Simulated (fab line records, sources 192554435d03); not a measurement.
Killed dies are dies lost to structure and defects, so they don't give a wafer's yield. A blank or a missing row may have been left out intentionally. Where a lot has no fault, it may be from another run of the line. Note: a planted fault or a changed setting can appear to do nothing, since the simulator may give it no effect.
Split-lot experiment ; flow n5 finfet ; route with 1938 steps; 7 lots, 21 wafers read

THE SPLIT ITSELF
At N5_BEOL_M7_EXPOSE_08 (exposes mask M7), the setting dose mj was moved away from the recipe's 68.25 on 5 of the 21 wafers read, by -5.2% to +5.9%. The other wafers ran this setting at the recipe's value.

FROM THE SPLIT TO THE READING: what the file shows between them, 15 steps
- N5_BEOL_M7_PEB_09: peb time 60 s
- N5_BEOL_M7_DEVELOP_10: develop time 30 s
- N5_BEOL_M7_CD_MEAS_11: target cd 38.5 nm
- N5_BEOL_M7_DESCUM_16: chemistry O2, time 7.9 s
- N5_BEOL_M7_ETCH_61: etches SiARC in CF4, target depth 45.5 nm, time 75.8 s
- N5_BEOL_M7_ETCH_62: etches SOC in N2/H2, target depth 110 nm, overetch 22 nm, time 165 s
- N5_BEOL_M7_STRIP_68: strips in N2/H2
- N5_BEOL_M7_STRIP_67: strips in CF4
- N5_BEOL_M7_HM_OPEN_17: chemistry Cl2/BCl3, target TiN, target depth 20 nm, overetch 6 nm
- N5_BEOL_M7_STRIP_19: strips in O2
- N5_BEOL_M7_CD_MEAS_18: pitch 80 nm, target cd 40 nm
- N5_BEOL_M7_COAT_63: time 60 s, resist thk 60 nm
- N5_BEOL_M7_COAT_64: time 60 s, resist thk 12 nm
- N5_BEOL_M7_PRECLEAN_42: cleans in residue remover, time 60 s
- N5_BEOL_M7_SRD_43: time 30 s

THE READING
cd nm, in nm, at N5_BEOL_M7_CD_MEAS_35 (target cd 40 nm). On this fab line, fault-free wafers typically give 40.0 nm with a standard deviation of 0.48 nm.

wafer;tool, chamber at the split;dose mj as run;against the recipe;cd nm, nm;against lot-mates on the recipe
L075.3;arfi scanner-01, 0;68.25;recipe;40.1;-
L075.4;arfi scanner-01, 0;68.25;recipe;40.1;-
L075.5;arfi scanner-01, 0;68.25;recipe;39.9;-
L077.2;arfi scanner-03, 0;68.25;recipe;41.3;-
L077.3;arfi scanner-03, 0;68.25;recipe;40.6;-
L077.4;arfi scanner-03, 0;68.25;recipe;40.6;-
L081.2;arfi scanner-01, 0;68.25;recipe;40.4;-
L081.5;arfi scanner-01, 0;68.25;recipe;40.6;-
L081.6;arfi scanner-01, 0;68.25;recipe;40.5;-
L080.1;arfi scanner-01, 0;68.25;recipe;39.3;-
L080.3;arfi scanner-01, 0;68.25;recipe;40.3;-
L080.5;arfi scanner-01, 0;68.25;recipe;40.3;-
L085.2;arfi scanner-03, 0;68.25;recipe;39.6;-
L085.4;arfi scanner-03, 0;70.75;+3.7%;41.2;+1.5
L085.6;arfi scanner-03, 0;68.25;recipe;39.7;-
L088.1;arfi scanner-02, 0;72.29;+5.9%;42.4;+1.8
L088.5;arfi scanner-02, 0;68.25;recipe;40.6;-
L088.6;arfi scanner-02, 0;72.29;+5.9%;42.3;+1.7
L095.1;arfi scanner-01, 0;64.68;-5.2%;36.6;-2.9
L095.3;arfi scanner-01, 0;64.68;-5.2%;37.5;-2.0
L095.6;arfi scanner-01, 0;68.25;recipe;39.5;-

THE FIT
A straight line over all 21 wafers: cd nm changes by +0.454 nm for each +1% of dose mj; r = +0.91; the points scatter about the line by 0.57 nm.
The same after taking each lot's own level away (the mean of its wafers on the recipe; 21 wafers): +0.379 nm for each +1%; r = +0.95; scatter 0.34 nm.
The reading moves by 2.2 nm for the largest change in dose mj, on that fit.
From 39.50 to 40.83 nm: that is the span of the lots' own levels, equal to 2.8 times the standard deviation above.
So the lot-to-lot level changes the slope: the two fits differ.
Check: with one of the wafers moved furthest among these (+5.9%) left out of the fit, the line predicts +2.31 nm for it against its lot-mates. Against them it came out at +1.8 nm.

FURTHER SPLITS ON THESE WAFERS
These wafers also went through other splits before the reading. Each is held against what the fit with the lots' levels taken away leaves over:
other split on the same wafers;wafers away from the commonest value;r with cd nm (lot level and that fit taken away)
N5_BEOL_M4_DESCUM_16 time s;5;-0.23
N5_BEOL_M7_COAT_60 spin rpm;5;+0.21

THE WHOLE CHAIN: every reading that the file lists as answering this split, in the file's order
step;what it does;reading;change (the file's fit);r (the file's)
N5_BEOL_M7_CD_MEAS_11;target cd 38.5 nm;cd nm;+0.447 nm for each +1% of the setting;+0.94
N5_BEOL_M7_ETCH_61;etches SiARC in CF4, target depth 45.5 nm, time 75.8 s;BEOL_M7.cd offset nm (the simulator's own value, which no gauge read);+0.403 nm for each +1% of the setting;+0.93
N5_BEOL_M7_ETCH_62;etches SOC in N2/H2, target depth 110 nm, overetch 22 nm, time 165 s;BEOL_M7.cd offset nm (the simulator's own value, which no gauge read);+0.385 nm for each +1% of the setting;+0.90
N5_BEOL_M7_HM_OPEN_17;chemistry Cl2/BCl3, target TiN, target depth 20 nm, overetch 6 nm;BEOL_M7.cd offset nm (the simulator's own value, which no gauge read);+0.365 nm for each +1% of the setting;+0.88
N5_BEOL_M7_CD_MEAS_18;pitch 80 nm, target cd 40 nm;cd nm;+0.343 nm for each +1% of the setting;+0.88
N5_BEOL_M7_CD_MEAS_35;target cd 40 nm;cd nm;+0.383 nm for each +1% of the setting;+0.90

FILE'S OWN FIT
cd nm changes by +0.383 nm for each +1% of dose mj, r = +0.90.
